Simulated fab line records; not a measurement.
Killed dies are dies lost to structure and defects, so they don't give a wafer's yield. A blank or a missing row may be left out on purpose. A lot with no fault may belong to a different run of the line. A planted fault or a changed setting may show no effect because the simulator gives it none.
Chamber matching + flow n5Finfet + cmp-02 running N5_BEOL_M0_CMP_120: 4 sister chambers
The step polishes, stops on SiOC, t overpolish 6.9 s. 8 wafers are shown with their chamber, then 9 later ones without.

== WAFERS, EACH WITH ITS CHAMBER ==
| wafer  | chamber | motorCurrentA (A) | barrierFieldEndpointS (s) |
|--------|---------|-------------------|---------------------------|
| L078.5 | 2       | 5.8               | 3.60                      |
| L081.4 | 1       | 7.1               | 3.46                      |
| L086.1 | 1       | 7.2               | 3.66                      |
| L086.3 | 0       | 5.8               | 3.95                      |
| L086.6 | 0       | 6.0               | 3.71                      |
| L092.1 | 2       | 6.0               | 3.75                      |
| L092.2 | 3       | 6.3               | 3.56                      |
| L092.5 | 3       | 6.5               | 3.35                      |

== WAFERS WITH NO CHAMBER GIVEN ==
| wafer  | motorCurrentA (A) | barrierFieldEndpointS (s) |
|--------|-------------------|---------------------------|
| L095.2 | 7.1               | 3.51                      |
| L095.5 | 6.0               | 3.77                      |
| L095.6 | 7.4               | 3.23                      |
| L097.2 | 5.8               | 3.81                      |
| L097.3 | 6.3               | 3.43                      |
| L097.6 | 6.1               | 3.79                      |
| L096.4 | 5.9               | 3.60                      |
| L096.5 | 6.0               | 3.18                      |
| L096.6 | 7.2               | 3.54                      |

== CHAMBER TAKEN BY EACH ==
| wafer  | from the rows above          | in truth |
|--------|------------------------------|----------|
| L095.2 | 1                            | 1        |
| L095.5 | can't be placed: 0 or 2      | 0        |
| L095.6 | 1                            | 1        |
| L097.2 | can't be placed: 0 or 2      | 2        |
| L097.3 | 3                            | 3        |
| L097.6 | can't be placed: 0 or 2 or 3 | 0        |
| L096.4 | can't be placed: 2 or 0      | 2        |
| L096.5 | can't be placed: 2 or 3 or 0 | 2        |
| L096.6 | 1                            | 1        |
Placed correctly: 4 of 9. Unplaceable from these rows: 5, with the true chamber sitting among the candidates in 5. Wrongly placed: 0.
How it was worked out, from the rows above alone: a wafer's distance from a chamber is the root of the sum, over the readings, of the square of ((its reading less the chamber's mean) divided by the reading's scatter). If the next closest chamber is less than 2 further off than the closest, the wafer can't be placed; otherwise it belongs to the closest. Each chamber's mean is taken over the wafers shown for it. The scatter: the root of (the sum of the squares of (reading less its chamber's mean) over the shown wafers, divided by (wafers less chambers)).
